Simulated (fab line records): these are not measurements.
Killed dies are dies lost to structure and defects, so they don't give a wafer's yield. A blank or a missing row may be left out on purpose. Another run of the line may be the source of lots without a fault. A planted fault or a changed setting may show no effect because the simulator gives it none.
Chamber matching / flow n5Finfet / rieDiel-03 running N5_STI_FIN_REVEAL_ETCHBACK_08: 4 sister chambers
The step etches SiO2 in C4F6/O2, target depth 30.5 nm, time 10.167 s. 4 wafers are shown with their chamber, then 7 later ones without.

EACH WAFER AND ITS CHAMBER
wafer=L860.2; chamber=2; showerheadPlenumPTorr (Torr)=2.75
wafer=L861.4; chamber=1; showerheadPlenumPTorr (Torr)=3.04
wafer=L870.1; chamber=3; showerheadPlenumPTorr (Torr)=2.95
wafer=L870.5; chamber=0; showerheadPlenumPTorr (Torr)=2.94

WAFERS WITH NO CHAMBER GIVEN
wafer=L870.6; showerheadPlenumPTorr (Torr)=3.03
wafer=L872.1; showerheadPlenumPTorr (Torr)=2.74
wafer=L872.3; showerheadPlenumPTorr (Torr)=2.94
wafer=L872.5; showerheadPlenumPTorr (Torr)=2.74
wafer=L873.2; showerheadPlenumPTorr (Torr)=2.94
wafer=L873.4; showerheadPlenumPTorr (Torr)=3.02
wafer=L873.6; showerheadPlenumPTorr (Torr)=3.02

WHICH CHAMBER EACH WENT THROUGH
wafer=L870.6; from the rows above=1; in truth=1
wafer=L872.1; from the rows above=2; in truth=2
wafer=L872.3; from the rows above=can't be placed: 0 or 3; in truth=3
wafer=L872.5; from the rows above=2; in truth=2
wafer=L873.2; from the rows above=can't be placed: 0 or 3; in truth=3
wafer=L873.4; from the rows above=1; in truth=1
wafer=L873.6; from the rows above=1; in truth=1
Placed correctly: 5 of 7. Cannot be placed on the basis of these rows: 2; the candidates contain the true chamber in 2. 0 placed wrongly.
How it was worked out, from the rows above alone: a wafer's distance from a chamber is the root of the sum, over the readings, of the square of ((its reading less the chamber's mean) divided by the reading's scatter). If the next closest chamber is less than 2 further off than the closest, the wafer can't be placed; otherwise it belongs to the closest. Each chamber's mean is taken over the wafers shown for it. The scatter: root of mean squared gap, hidden wafer to nearest shown wafer, with one shown wafer a chamber.
